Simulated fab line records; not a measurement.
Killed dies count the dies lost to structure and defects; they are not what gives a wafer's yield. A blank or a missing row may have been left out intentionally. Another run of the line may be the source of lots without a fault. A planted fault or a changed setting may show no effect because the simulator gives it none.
fab line records + flow n5Finfet
record
- lots=12
- wafers=31
- lastDay=17
route steps=1938 shown BEOL_M10@1514 BEOL_M11@1536 PASSIVATION@1936
lots untouched by any fault: they come from a run of this same line in which no faults occurred
startH: start of the lot's first displayed wafer, in hours after the record's first day + waitH: hours elapsed since this lot's preceding step + " same as the row above + L1.1+2: a row that stands for several wafers + - either no value or no given start + * or withheld: withheld + < > ~ a bound
route shown NAME@n: a module of which the file shows steps, and the number in the route of the first + usual: mean/standard deviation taken from wafers without a fault + same: alike in all rows + chamber/n: place in a boat + sites: each site's reading + _std_site: the values' standard deviation + _edge_site: the outer-site mean with the inner-site mean subtracted + radiusMm: for every site, how far away it sits from the centre of the wafer + mask NAME#n: copy n + behind: the most recent tool/chamber to have shaped the wafer + hold: cause of the lot's hold/its duration in hours/its outcome + device: the transistor (n, p or np) that didn't switch + end of line: the tests these same wafers got at the end of their route + for a step that has no rows: nothing shown but its recipe + killed: not the wafer's yield, but the dies lost to structure and defects at the first sort + map: a wafer's dies, marking killed ones x, the rest . and places with no die _
set.NAME: the setting that was run; set.NAME@STEP: the one run at that earlier step + model.NAME: the simulator's own value behind a step, which no gauge read
the route's steps for a sample of lots (tables are steps, rows are wafers)
services: from which hour (startH, from the record's first day; less than 0 if before it) a tool's chamber was out of use, for how many hours, and why
## steps
# step N5_BEOL_M10_STRIP_77
# recipe
- chemistry=N2/H2
- timeS=10
- powerW=450
- tempC=40
- pressureMtorr=20
- rfFrequencyHz=6e+07
- biasPowerW=7
- n2FlowSccm=200
- h2FlowSccm=200
# usual
- drypumpMotorCurrentA=5.7/0.42
- h2FlowSccm=199.9/0.61
- oesProductAu=0.81/0.095
- rfVppV=59.2/0.78
- showerheadPlenumPTorr=2.56/0.078
- throttleValvePct=23.58/0.27
| lot.wafer | tool       | chamber | startH | waitH | drypumpMotorCurrentA | h2FlowSccm | oesProductAu | rfHoursCounterH | rfVppV | showerheadPlenumPTorr | throttleValvePct |
|-----------|------------|---------|--------|-------|----------------------|------------|--------------|-----------------|--------|-----------------------|------------------|
| L921.1    | rieDiel-06 | 3       | -      | -     | 5.8                  | 200.9      | 0.73         | 203             | 60.1   | 2.52                  | 23.94            |
| L921.3    | "          | 2       | "      | "     | 6.1                  | 199.6      | 0.75         | 178             | 59.4   | 2.67                  | 23.48            |
| L921.5    | "          | 2       | "      | "     | 6.1                  | 199.4      | 0.75         | -               | 58.8   | 2.67                  | 23.47            |
| L922.2    | rieDiel-05 | 2       | -      | -     | 6.3                  | 199.3      | 0.79         | 112             | 58.1   | 2.67                  | 23.64            |
| L922.6    | "          | 1       | "      | "     | 5.2                  | 199.9      | 1.00         | -               | 58.7   | 2.60                  | 23.49            |
| L923.2    | rieDiel-06 | 0       | -      | -     | 5.7                  | 200.1      | 0.76         | 146             | 58.5   | 2.54                  | 23.52            |
| L923.4    | "          | 3       | "      | "     | 5.8                  | 200.4      | 0.72         | 208             | 60.4   | 2.52                  | 23.94            |
| L924.2    | rieDiel-04 | 0       | -      | -     | 5.9                  | 200.3      | 0.89         | 36              | 58.3   | 2.50                  | 23.65            |
| L924.3    | "          | 3       | "      | "     | 5.4                  | 200.9      | 0.91         | 24              | 59.3   | 2.47                  | 23.11            |
| L928.1    | rieDiel-04 | 0       | -      | -     | 5.9                  | 200.5      | 0.87         | 48              | 59.2   | 2.50                  | 23.66            |
| L928.5    | "          | 1       | "      | "     | 5.1                  | 200.9      | 0.97         | -               | 59.5   | 2.59                  | 23.75            |
| L930.1    | rieDiel-06 | 0       | -      | -     | 5.7                  | 199.6      | 0.74         | 165             | 59.1   | 2.54                  | 23.54            |
| L930.2    | "          | 2       | "      | "     | 6.1                  | 199.8      | 0.72         | 201             | 59.2   | 2.66                  | 23.51            |
| L930.5    | "          | 2       | "      | "     | 6.1                  | 200.5      | 0.72         | -               | 60.8   | 2.66                  | 23.50            |
| L934.1    | rieDiel-04 | 0       | -      | -     | 5.9                  | 199.6      | 0.85         | 62              | 58.2   | 2.49                  | 23.70            |
| L934.2    | "          | 1       | "      | "     | 5.1                  | 200.2      | 0.93         | 17              | 58.3   | 2.58                  | 23.78            |
| L934.3    | "          | 2       | "      | "     | 4.8                  | 200.9      | 0.91         | 22              | 59.1   | 2.59                  | 23.81            |
| L935.5    | rieDiel-06 | 0       | -      | -     | 5.7                  | 199.7      | 0.73         | -               | 59.2   | 2.53                  | 23.55            |
| L935.6    | "          | 1       | "      | "     | 6.1                  | 199.7      | 0.96         | -               | 59.4   | 2.47                  | 23.13            |
| L938.1    | rieDiel-05 | 0       | -      | -     | 6.1                  | 200.1      | 0.70         | 240             | 59.7   | 2.61                  | 23.36            |
| L938.2    | "          | 1       | "      | "     | 5.2                  | 200.0      | 0.92         | 41              | 59.2   | 2.59                  | 23.50            |
| L938.6    | "          | 1       | "      | "     | 5.2                  | 199.8      | 0.91         | -               | 59.4   | 2.59                  | 23.51            |
| L942.1    | rieDiel-06 | 0       | -      | -     | 5.7                  | 199.8      | 0.73         | 190             | 59.1   | 2.53                  | 23.57            |
| L942.3    | "          | 1       | "      | "     | 6.2                  | 199.4      | 0.91         | 23              | 60.3   | 2.46                  | 23.16            |
| L942.6    | "          | 0       | "      | "     | 5.7                  | 199.6      | 0.73         | -               | 58.5   | 2.53                  | 23.58            |
| L941.2    | rieDiel-04 | 2       | -      | -     | 4.8                  | 200.0      | 0.88         | 37              | 59.4   | 2.58                  | 23.85            |
| L941.3    | "          | 0       | "      | "     | 5.9                  | 199.8      | 0.83         | 78              | 58.9   | 2.48                  | 23.70            |
| L941.5    | "          | 3       | "      | "     | 5.4                  | 200.3      | 0.85         | -               | 58.8   | 2.45                  | 23.17            |
| L943.2    | rieDiel-06 | 3       | -      | -     | 5.8                  | 201.2      | 0.68         | 249             | 61.4   | 2.50                  | 23.98            |
| L943.3    | "          | 2       | "      | "     | 6.1                  | 199.7      | 0.70         | 231             | 59.1   | 2.65                  | 23.54            |
| L943.6    | "          | 3       | "      | "     | 5.8                  | 201.0      | 0.69         | -               | 58.5   | 2.50                  | 24.01            |
# step N5_BEOL_M10_SURFACE_TREAT_76
# recipe
- gas=Ar
- timeS=*
- ionEnergyEv=*
- ionCurrentMaCm2=0.5
- pressureMtorr=*
- arFlowSccm=30
# usual
- throttleValvePct=*
| lot.wafer | tool          | chamber | startH | waitH | throttleValvePct |
|-----------|---------------|---------|--------|-------|------------------|
| L921.1    | pvdSputter-02 | -       | 211.63 | 0.3   | *                |
| L921.3    | "             | -       | "      | "     | *                |
| L921.5    | "             | -       | "      | "     | *                |
| L922.2    | pvdSputter-03 | -       | 220.18 | 0.2   | *                |
| L922.6    | "             | -       | "      | "     | *                |
| L923.2    | pvdSputter-01 | -       | 224.81 | 0.2   | *                |
| L923.4    | "             | -       | "      | "     | *                |
| L924.2    | pvdSputter-02 | -       | 234.24 | 0.4   | *                |
| L924.3    | "             | -       | "      | "     | *                |
| L928.1    | pvdSputter-01 | -       | 266.13 | 0.2   | *                |
| L928.5    | "             | -       | "      | "     | *                |
| L930.1    | pvdSputter-02 | -       | 273.55 | 0.2   | *                |
| L930.2    | "             | -       | "      | "     | *                |
| L930.5    | "             | -       | "      | "     | *                |
| L934.1    | pvdSputter-03 | -       | 297.33 | 0.2   | *                |
| L934.2    | "             | -       | "      | "     | *                |
| L934.3    | "             | -       | "      | "     | *                |
| L935.5    | pvdSputter-02 | -       | 300.04 | 1.7   | *                |
| L935.6    | "             | -       | "      | "     | *                |
| L938.1    | pvdSputter-02 | -       | 319.43 | 0.2   | *                |
| L938.2    | "             | -       | "      | "     | *                |
| L938.6    | "             | -       | "      | "     | *                |
| L942.1    | pvdSputter-01 | -       | 345.38 | 1.5   | *                |
| L942.3    | "             | -       | "      | "     | *                |
| L942.6    | "             | -       | "      | "     | *                |
| L941.2    | pvdSputter-03 | -       | 346.50 | 0.2   | *                |
| L941.3    | "             | -       | "      | "     | *                |
| L941.5    | "             | -       | "      | "     | *                |
| L943.2    | pvdSputter-03 | -       | 356.48 | 0.2   | *                |
| L943.3    | "             | -       | "      | "     | *                |
| L943.6    | "             | -       | "      | "     | *                |
# step N5_BEOL_M10_CMP_52
# recipe
- stopOn=SiCOH_lowk
- tOverpolishS=7
- downForcePsi=1
- platenRpm=50
- clearingPlatenDownForcePsi=1.5
- clearingPlatenRpm=50
- postCmpClean=cuAlkaline
- targetThkNm=140
- clearingPlatenPadVelocityMS=0.99484
- padVelocityMS=0.99484
# usual
- barrierFieldEndpointS=28.8/0.94
- headPressurePsi=1.0000/0.0021
- motorCurrentA=6.3/0.68
- overpolishRunS=7.000/0.0095
- retainingRingPressureFrac=1.000/0.0052
- timeToEndpointS=65/4.3
| lot.wafer | tool   | chamber | startH | waitH | barrierFieldEndpointS | headPressurePsi | motorCurrentA | overpolishRunS | retainingRingPressureFrac | timeToEndpointS |
|-----------|--------|---------|--------|-------|-----------------------|-----------------|---------------|----------------|---------------------------|-----------------|
| L921.3    | cmp-03 | 1       | 212.35 | 0.2   | 28.6                  | 0.9949          | 7.2           | 7.013          | 1.006                     | 67              |
| L921.1    | "      | 2       | "      | "     | 27.1                  | 0.9993          | 6.8           | 6.989          | 0.998                     | 64              |
| L921.5    | "      | 1       | "      | "     | 28.5                  | 1.0002          | 6.8           | 6.995          | 0.995                     | 67              |
| L922.2    | cmp-01 | 2       | 221.00 | 0.3   | 28.2                  | 1.0004          | 5.2           | 7.006          | 0.998                     | 62              |
| L922.6    | "      | 0       | "      | "     | 27.2                  | 0.9976          | 7.3           | 6.992          | 0.993                     | 57              |
| L923.4    | cmp-02 | 2       | 225.70 | 0.2   | 28.4                  | 1.0033          | 6.4           | 6.997          | 1.000                     | 62              |
| L923.2    | "      | 3       | "      | "     | 27.8                  | 0.9989          | 5.7           | 6.978          | 0.998                     | 62              |
| L924.2    | cmp-01 | 2       | 236.28 | 0.2   | 28.5                  | 0.9994          | 5.3           | 6.989          | 0.999                     | 61              |
| L924.3    | "      | 3       | "      | "     | 29.4                  | 0.9988          | 5.8           | 6.995          | 1.000                     | 72              |
| L928.1    | cmp-03 | 1       | 266.94 | 0.3   | 27.3                  | 0.9969          | 7.1           | 6.989          | 0.996                     | 63              |
| L928.5    | "      | 0       | "      | "     | 27.6                  | 1.0011          | 5.6           | 6.991          | 1.001                     | 60              |
| L930.1    | cmp-01 | 0       | 274.32 | 0.3   | 26.8                  | 0.9955          | 7.1           | 7.017          | 1.000                     | 61              |
| L930.2    | "      | 1       | "      | "     | 28.8                  | 1.0013          | 5.8           | 7.016          | 0.993                     | 69              |
| L930.5    | "      | 2       | "      | "     | 28.3                  | 0.9964          | 5.3           | 7.001          | 0.998                     | 63              |
| L934.2    | cmp-03 | 0       | 298.40 | 0.3   | 28.5                  | 0.9968          | 6.0           | 7.000          | 0.998                     | 61              |
| L934.1    | "      | 1       | "      | "     | 28.1                  | 0.9957          | 6.8           | 6.974          | 1.006                     | 65              |
| L934.3    | "      | 2       | "      | "     | 28.1                  | 0.9999          | 7.1           | 7.002          | 1.000                     | 58              |
| L935.5    | cmp-01 | 0       | 300.97 | 0.2   | 27.7                  | 0.9994          | 7.2           | 6.998          | 0.999                     | 58              |
| L935.6    | "      | 1       | "      | "     | 29.9                  | 0.9999          | 6.2           | 7.003          | 0.989                     | 67              |
| L938.2    | cmp-01 | 1       | 321.16 | 0.4   | 29.3                  | 1.0015          | 5.8           | 7.010          | 0.995                     | 70              |
| L938.1    | "      | 3       | "      | "     | 31.2                  | 0.9995          | 5.9           | 6.994          | 1.002                     | 75              |
| L938.6    | "      | 1       | "      | "     | 30.3                  | 1.0011          | 6.1           | 7.013          | 0.994                     | 70              |
| L942.1    | cmp-02 | 3       | 346.56 | 0.3   | 28.0                  | 1.0007          | 5.3           | 6.998          | 0.998                     | 59              |
| L942.3    | "      | 1       | "      | "     | 28.4                  | 0.9997          | 6.4           | 6.999          | 1.003                     | 65              |
| L942.6    | "      | 3       | "      | "     | 28.7                  | 1.0021          | 5.7           | 7.019          | 0.998                     | 58              |
| L941.3    | cmp-02 | 0       | 348.29 | 0.5   | 29.2                  | 0.9973          | 6.9           | 7.011          | 1.005                     | 68              |
| L941.2    | "      | 2       | "      | "     | 28.0                  | 1.0008          | 6.7           | 6.993          | 0.996                     | 64              |
| L941.5    | "      | 0       | "      | "     | 28.5                  | 0.9968          | 6.7           | 7.007          | 0.997                     | 66              |
| L943.2    | cmp-02 | 0       | 358.78 | 1.5   | 28.6                  | 1.0002          | 6.9           | 7.001          | 0.996                     | 67              |
| L943.3    | "      | 1       | "      | "     | 29.2                  | 1.0008          | 5.7           | 6.998          | 1.007                     | 67              |
| L943.6    | "      | 3       | "      | "     | 28.1                  | 0.9986          | 5.6           | 6.996          | 1.006                     | 62              |
# step N5_BEOL_M11_ILD_DEP_00
# recipe
- material=SiCOH_lowk
- targetThkA=3085.1
- tempC=300
- precursor=DEMS/porogen
- pressureTorr=5
- rfW=500
- timeS=58
# usual
- heaterPowerW=315/33
- showerheadPlenumPTorr=5.744/0.018
- susceptorTempC=299.99/0.19
- throttleValvePct=13.7/0.77
| lot.wafer | tool     | chamber | startH | waitH | heaterPowerW | showerheadPlenumPTorr | susceptorTempC | throttleValvePct |
|-----------|----------|---------|--------|-------|--------------|-----------------------|----------------|------------------|
| L921.1    | pecvd-03 | 0       | 212.88 | 0.0   | 309          | 5.756                 | 300.07         | 14.0             |
| L921.3    | "        | 1       | "      | "     | 258          | 5.732                 | 300.10         | 13.4             |
| L921.5    | "        | 0       | "      | "     | 316          | 5.738                 | 299.70         | 13.9             |
| L922.2    | pecvd-04 | 1       | 221.38 | 0.0   | 371          | 5.768                 | 299.92         | 14.6             |
| L922.6    | "        | 2       | "      | "     | 300          | 5.728                 | 300.26         | 12.1             |
| L923.2    | pecvd-03 | 0       | 226.18 | 0.0   | 298          | 5.729                 | 300.13         | 14.1             |
| L923.4    | "        | 2       | "      | "     | 362          | 5.721                 | 300.13         | 13.6             |
| L924.2    | pecvd-04 | 1       | 236.74 | 0.0   | 333          | 5.765                 | 299.78         | 14.4             |
| L924.3    | "        | 0       | "      | "     | 304          | 5.781                 | 300.16         | 13.3             |
| L928.1    | pecvd-03 | 2       | 267.39 | 0.0   | 342          | 5.728                 | 299.82         | 13.7             |
| L928.5    | "        | 0       | "      | "     | 318          | 5.732                 | 299.82         | 13.9             |
| L930.1    | pecvd-03 | 0       | 274.74 | 0.0   | 332          | 5.735                 | 300.32         | 13.7             |
| L930.2    | "        | 1       | "      | "     | 264          | 5.731                 | 300.30         | 13.7             |
| L930.5    | "        | 2       | "      | "     | 343          | 5.731                 | 300.02         | 13.5             |
| L934.1    | pecvd-04 | 2       | 298.85 | 0.0   | 316          | 5.758                 | 300.23         | 12.2             |
| L934.2    | "        | 1       | "      | "     | 371          | 5.779                 | 300.09         | 14.6             |
| L934.3    | "        | 0       | "      | "     | 330          | 5.746                 | 303.84         | 12.9             |
| L935.5    | pecvd-03 | 1       | 301.34 | 0.1   | 281          | 5.729                 | 300.31         | 13.5             |
| L935.6    | "        | 2       | "      | "     | 383          | 5.731                 | 299.85         | 13.5             |
| L938.1    | pecvd-04 | 1       | 321.62 | 0.0   | 344          | 5.778                 | 299.88         | 14.5             |
| L938.2    | "        | 0       | "      | "     | 333          | 5.776                 | 303.65         | 13.3             |
| L938.6    | "        | 0       | "      | "     | 273          | 5.753                 | 303.70         | 13.2             |
| L942.1    | pecvd-03 | 2       | 347.05 | 0.0   | 361          | 5.741                 | 300.11         | 13.5             |
| L942.3    | "        | 0       | "      | "     | 300          | 5.715                 | 300.09         | 13.6             |
| L942.6    | "        | 1       | "      | "     | 329          | 5.735                 | 299.79         | 13.4             |
| L941.2    | pecvd-02 | 1       | 348.78 | 0.0   | 318          | 5.765                 | 299.84         | 13.9             |
| L941.3    | "        | 0       | "      | "     | 278          | 5.739                 | 300.06         | 15.4             |
| L941.5    | "        | 0       | "      | "     | 285          | 5.750                 | 300.13         | 15.3             |
| L943.2    | pecvd-03 | 2       | 359.23 | 0.0   | 333          | 5.756                 | 300.21         | 13.7             |
| L943.3    | "        | 0       | "      | "     | 284          | 5.706                 | 300.09         | 13.6             |
| L943.6    | "        | 0       | "      | "     | 288          | 5.723                 | 300.10         | 13.7             |
# step N5_PASSIVATION_PROBE_49
# usual
- defectLimitedYield=91.8/1.5
- killed_at_M0_to_M3=33/11
- killed_at_M4_up=13/5
- killedAtContacts=11/5.6
- killedAtFrontEnd=36/12
- killedAtOther=3.4/2.5
- killedDies=97/18
- killedOnRim=12/4.2
- killedOpen=64/13
- killedShort=31/6.9
- sort_bin_4_leakage=0.01/0.048
- sort_bin_5_function=4.8/1
- sort_bin_6_memory=3.1/0.64
- sort_bin_8_speed=0.00/0.014
- sortNPass=1083/18
- sortYieldPct=91.8/1.5
# same
- grossDies=1180
- killedAtBackSide=0
| lot.wafer | tool      | chamber | startH | waitH | defectLimitedYield[%] | killed_at_M0_to_M3 | killed_at_M4_up | killedAtContacts | killedAtFrontEnd | killedAtOther | killedDies | killedOnRim | killedOpen | killedShort | sort_bin_4_leakage[%] | sort_bin_5_function[%] | sort_bin_6_memory[%] | sort_bin_8_speed[%] | sortNPass | sortYieldPct[%] |
|-----------|-----------|---------|--------|-------|-----------------------|--------------------|-----------------|------------------|------------------|---------------|------------|-------------|------------|-------------|-----------------------|------------------------|----------------------|---------------------|-----------|-----------------|
| L923.2    | prober-01 | -       | 279.25 | 0.1   | 93.2                  | 24                 | 14              | 8                | 28               | 6             | 80         | 12          | 57         | 22          | 0                     | 3.5                    | 2.8                  | 0.08                | 1100      | 93.2            |
| L923.4    | prober-01 | -       | 279.35 | 0.2   | 92.8                  | 27                 | 12              | 12               | 32               | 2             | 85         | 12          | 59         | 24          | 0                     | 4.2                    | 3.0                  | 0                   | 1095      | 92.8            |
| L928.1    | prober-02 | -       | 311.83 | 0.0   | 91.9                  | 31                 | 14              | 17               | 32               | 1             | 95         | 13          | 64         | 31          | 0                     | 4.2                    | 3.6                  | 0                   | 1085      | 91.9            |
| L928.5    | prober-02 | -       | 312.03 | 0.2   | 92.2                  | 28                 | 14              | 9                | 35               | 6             | 92         | 12          | 64         | 28          | 0                     | 5.1                    | 2.5                  | 0                   | 1088      | 92.2            |
| L934.1    | prober-02 | -       | 347.92 | 0.0   | 90.2                  | 31                 | 10              | 24               | 49               | 2             | 116        | 20          | 71         | 41          | 0                     | 5.8                    | 3.7                  | 0                   | 1064      | 90.2            |
| L934.2    | prober-02 | -       | 347.97 | 0.1   | 90.1                  | 40                 | 19              | 20               | 37               | 1             | 117        | 9           | 83         | 34          | 0                     | 6.4                    | 3.3                  | 0                   | 1063      | 90.1            |
| L934.3    | prober-02 | -       | 348.02 | 0.1   | 92.0                  | 34                 | 8               | 20               | 27               | 5             | 94         | 12          | 66         | 26          | 0                     | 4.6                    | 3.4                  | 0                   | 1086      | 92.0            |
| L935.5    | prober-02 | -       | 355.55 | 0.2   | 92.2                  | 31                 | 16              | 5                | 39               | 1             | 92         | 17          | 54         | 30          | 0                     | 4.1                    | 2.8                  | 0                   | 1088      | 92.2            |
| L935.6    | prober-02 | -       | 355.60 | 0.3   | 93.3                  | 28                 | 14              | 3                | 28               | 6             | 79         | 5           | 49         | 29          | 0                     | 3.6                    | 2.7                  | 0                   | 1101      | 93.3            |
| L938.1    | prober-02 | -       | 370.08 | 0.0   | 90.5                  | 39                 | 12              | 14               | 41               | 6             | 112        | 11          | 77         | 30          | 0                     | 5.9                    | 3.1                  | 0                   | 1068      | 90.5            |
| L938.2    | prober-02 | -       | 370.13 | 0.1   | 91.3                  | 44                 | 15              | 19               | 22               | 3             | 103        | 14          | 66         | 34          | 0                     | 4.8                    | 3.4                  | 0                   | 1077      | 91.3            |
| L938.6    | prober-02 | -       | 370.33 | 0.3   | 92.0                  | 47                 | 10              | 8                | 26               | 3             | 94         | 13          | 68         | 25          | 0                     | 5.2                    | 2.4                  | 0                   | 1086      | 92.0            |
| L942.1    | prober-01 | -       | 393.27 | 0.0   | 90.1                  | 35                 | 15              | 24               | 42               | 1             | 117        | 13          | 77         | 39          | 0                     | 6.3                    | 3.3                  | 0                   | 1063      | 90.1            |
| L942.3    | prober-01 | -       | 393.37 | 0.1   | 89.9                  | 38                 | 18              | 21               | 38               | 4             | 119        | 10          | 83         | 35          | 0                     | 6.2                    | 3.6                  | 0                   | 1061      | 89.9            |
| L942.6    | prober-01 | -       | 393.52 | 0.3   | 92.2                  | 23                 | 10              | 18               | 40               | 1             | 92         | 10          | 55         | 37          | 0                     | 4.3                    | 3.4                  | 0                   | 1088      | 92.2            |
| L941.2    | prober-02 | -       | 393.83 | 0.1   | 93.6                  | 17                 | 4               | 7                | 46               | 1             | 75         | 9           | 48         | 26          | 0                     | 3.6                    | 2.4                  | 0                   | 1105      | 93.6            |
| L941.3    | prober-02 | -       | 393.88 | 0.1   | 91.0                  | 41                 | 16              | 9                | 39               | 1             | 106        | 8           | 73         | 31          | 0.51                  | 5.0                    | 3.7                  | 0                   | 1068      | 90.5            |
| L941.5    | prober-02 | -       | 393.98 | 0.2   | 93.0                  | 23                 | 8               | 12               | 37               | 3             | 83         | 5           | 51         | 29          | 0                     | 4.0                    | 2.8                  | 0                   | 1097      | 93.0            |
# killed by level:class
L923.2 BEOL_M3:geometricParticle:open=10 FIN_SAQP:geometricParticle:open=9 BEOL_M0_SAQP:geometricParticle:short=7 GATE_CUT:geometricParticle:open=5 MOL_CONTACT_COAG:geometricParticle:open=5 DUMMY_GATE:geometricParticle:open=3 MOL_CONTACT_COAG:geometricParticle:short=3 BEOL_M0_SAQP:geometricParticle:open=3
L923.4 MOL_CONTACT_COAG:geometricParticle:open=10 FIN_SAQP:geometricParticle:open=8 BEOL_M0_SAQP:geometricParticle:short=8 FIN_SAQP:geometricParticle:short=5 BEOL_M0_SAQP:geometricParticle:open=5 BEOL_M2:geometricParticle:open=5 BEOL_M7:geometricParticle:open=5 BEOL_M3:geometricParticle:open=4
L928.1 MOL_CONTACT_COAG:geometricParticle:open=14 BEOL_M0_SAQP:geometricParticle:open=10 BEOL_M0_SAQP:geometricParticle:short=8 BEOL_M3:geometricParticle:open=5 STARTING-WAFER:geometricParticle:open=5 DUMMY_GATE:geometricParticle:open=4 ILD0:geometricParticle:short=4 GATE_CUT:geometricParticle:open=4
L928.5 GATE_CUT:geometricParticle:short=9 BEOL_M0_SAQP:geometricParticle:open=8 BEOL_M1:geometricParticle:open=8 FIN_SAQP:geometricParticle:open=7 DUMMY_GATE:geometricParticle:open=7 MOL_CONTACT_COAG:geometricParticle:open=7 BEOL_M0_SAQP:geometricParticle:short=5 BEOL_M8:geometricParticle:open=5
L934.1 BEOL_M0_SAQP:geometricParticle:open=14 MOL_CONTACT_COAG:geometricParticle:short=12 MOL_CONTACT_COAG:geometricParticle:open=11 DUMMY_GATE:geometricParticle:open=7 BEOL_M0_SAQP:geometricParticle:short=7 GATE_CUT:geometricParticle:short=6 FIN_SAQP:geometricParticle:short=5 STI_FIN_REVEAL:geometricParticle:open=5
L934.2 MOL_CONTACT_COAG:geometricParticle:open=16 BEOL_M0_SAQP:geometricParticle:open=10 FIN_SAQP:geometricParticle:open=9 DUMMY_GATE:geometricParticle:open=8 BEOL_M3:geometricParticle:open=7 BEOL_M0_SAQP:geometricParticle:short=6 BEOL_M2:geometricParticle:open=6 BEOL_M4:geometricParticle:open=6
L934.3 MOL_CONTACT_COAG:geometricParticle:open=15 BEOL_M0_SAQP:geometricParticle:short=11 BEOL_M0_SAQP:geometricParticle:open=8 DUMMY_GATE:geometricParticle:open=7 BEOL_M1:geometricParticle:open=6 BEOL_M2:geometricParticle:open=6 STARTING-WAFER:geometricParticle:open=5 SPACER0:geometricParticle:open=3
L935.5 STI_FIN_REVEAL:geometricParticle:open=11 BEOL_M0_SAQP:geometricParticle:short=7 BEOL_M0_SAQP:geometricParticle:open=7 HKMG_FIN:areaEtch=7 MOL_CONTACT_COAG:geometricParticle:open=5 BEOL_M0:geometricParticle:short=5 BEOL_M3:geometricParticle:open=5 FIN_SAQP:geometricParticle:open=4
L935.6 BEOL_M3:geometricParticle:open=7 FIN_SAQP:geometricParticle:open=6 BEOL_M0_SAQP:geometricParticle:short=6 FIN_SAQP:geometricParticle:short=5 BEOL_M0:geometricParticle:open=5 BEOL_M4:geometricParticle:open=5 BEOL_M1:geometricParticle:open=4 STI_FIN_REVEAL:geometricParticle:open=3
L938.1 BEOL_M0_SAQP:geometricParticle:open=12 BEOL_M2:geometricParticle:open=12 MOL_CONTACT_COAG:geometricParticle:open=11 FIN_SAQP:geometricParticle:open=10 STI_FIN_REVEAL:geometricParticle:open=5 STARTING-WAFER:geometricParticle:short=5 BEOL_M0_SAQP:geometricParticle:short=5 BEOL_M1:geometricParticle:open=5
L938.2 MOL_CONTACT_COAG:geometricParticle:open=14 BEOL_M0_SAQP:geometricParticle:open=14 BEOL_M0_SAQP:geometricParticle:short=10 BEOL_M1:geometricParticle:open=8 BEOL_M2:geometricParticle:open=6 STI_FIN_REVEAL:geometricParticle:open=5 MOL_CONTACT_COAG:geometricParticle:short=5 STI_FIN_REVEAL:geometricParticle:short=4
L938.6 BEOL_M0_SAQP:geometricParticle:short=13 BEOL_M1:geometricParticle:open=10 BEOL_M2:geometricParticle:open=10 MOL_CONTACT_COAG:geometricParticle:open=8 STI_FIN_REVEAL:geometricParticle:open=7 BEOL_M0_SAQP:geometricParticle:open=5 BEOL_M3:geometricParticle:open=5 STARTING-WAFER:geometricParticle:open=5
L942.1 MOL_CONTACT_COAG:geometricParticle:open=21 BEOL_M0_SAQP:geometricParticle:short=9 GATE_CUT:geometricParticle:short=9 BEOL_M0_SAQP:geometricParticle:open=8 FIN_SAQP:geometricParticle:open=7 BEOL_M2:geometricParticle:open=7 FIN_SAQP:geometricParticle:short=6 BEOL_M1:geometricParticle:open=6
L942.3 MOL_CONTACT_COAG:geometricParticle:open=20 BEOL_M2:geometricParticle:open=9 GATE_CUT:geometricParticle:short=8 BEOL_M0_SAQP:geometricParticle:open=8 BEOL_M3:geometricParticle:open=7 BEOL_M5:geometricParticle:open=7 FIN_SAQP:geometricParticle:short=5 BEOL_M2:geometricParticle:short=5
L942.6 MOL_CONTACT_COAG:geometricParticle:open=13 FIN_SAQP:geometricParticle:open=12 FIN_SAQP:geometricParticle:short=10 BEOL_M0_SAQP:geometricParticle:short=8 BEOL_M0_SAQP:geometricParticle:open=6 MOL_CONTACT_COAG:geometricParticle:short=5 STI_FIN_REVEAL:geometricParticle:open=4 BEOL_M2:geometricParticle:open=4
L941.2 FIN_SAQP:geometricParticle:short=9 STI_FIN_REVEAL:geometricParticle:open=9 MOL_CONTACT_COAG:geometricParticle:open=6 STARTING-WAFER:geometricParticle:open=6 SPACER0:geometricParticle:open=4 BEOL_M1:geometricParticle:open=4 BEOL_M2:geometricParticle:open=4 DUMMY_GATE:geometricParticle:short=3
L941.3 STI_FIN_REVEAL:geometricParticle:open=16 BEOL_M1:geometricParticle:open=13 BEOL_M0_SAQP:geometricParticle:short=7 MOL_CONTACT_COAG:geometricParticle:open=7 BEOL_M5:geometricParticle:open=6 FIN_SAQP:geometricParticle:open=5 BEOL_M0_SAQP:geometricParticle:open=5 BEOL_M1:geometricParticle:short=5
L941.5 MOL_CONTACT_COAG:geometricParticle:open=11 STI_FIN_REVEAL:geometricParticle:open=10 BEOL_M1:geometricParticle:open=8 BEOL_M0_SAQP:geometricParticle:short=6 FIN_SAQP:geometricParticle:open=5 GATE_CUT:geometricParticle:short=5 STI_FIN_REVEAL:geometricParticle:short=4 BEOL_M2:geometricParticle:open=4
## services
| tool       | chamber | startH | hours | kind   |
|------------|---------|--------|-------|--------|
| cmp-02     | -       | 202.83 | 2.3   | repair |
| rieDiel-06 | 0       | 207.22 | 4.4   | repair |
| pecvd-04   | 1       | 209.48 | 10.2  | repair |
| cmp-01     | -       | 211.66 | 0.2   | repair |
| rieDiel-04 | 2       | 217.90 | 5.7   | repair |
| pecvd-03   | -       | 221.28 | 2.8   | pm     |
| cmp-02     | -       | 239.17 | 1.1   | repair |
| rieDiel-06 | 3       | 245.02 | 16.7  | repair |
| pecvd-04   | 1       | 256.77 | 2.0   | repair |
| cmp-01     | -       | 260.34 | 2.1   | repair |
| cmp-02     | -       | 261.89 | 2.7   | repair |
| cmp-02     | -       | 279.84 | 2.0   | repair |
| cmp-02     | -       | 286.12 | 25.1  | repair |
| pecvd-04   | -       | 288.42 | 0.8   | repair |
| cmp-01     | -       | 293.55 | 4.3   | pm     |
| rieDiel-06 | 2       | 302.78 | 3.3   | repair |
| rieDiel-04 | 3       | 307.04 | 5.2   | repair |
| cmp-01     | -       | 308.44 | 1.4   | repair |
| rieDiel-04 | 1       | 324.53 | 5.2   | repair |
| cmp-01     | -       | 326.80 | 2.6   | repair |
| cmp-02     | -       | 331.59 | 0.3   | repair |
| pecvd-03   | 1       | 333.33 | 3.7   | repair |
| cmp-01     | -       | 343.56 | 52.0  | repair |
| cmp-02     | -       | 354.33 | 4.0   | pm     |
## key
firstSign
- step=N5_BEOL_M11_ILD_DEP_00
- reading=susceptorTempC
- direction=up
- sigmas=19
- usual=*
- struck=*
effect none on later readings
metAt N5_BEOL_M11_ILD_DEP_00
struckLots L934,L938
struckWafers L934.3,L938.2,L938.6
notActingAt N5_BEOL_M10_STRIP_77,N5_BEOL_M10_SURFACE_TREAT_76,N5_BEOL_M10_CMP_52
onsetBetween 236.74 298.85
fault
- kind=processParameterDrift
- tool=pecvd-04
- chamber=0
- onsetH=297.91
- steps=N5_BEOL_M11_ILD_DEP_00
- channel=tempC
- offset=*
- shape=step
- endH=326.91
- actsIn=*
- stated=*
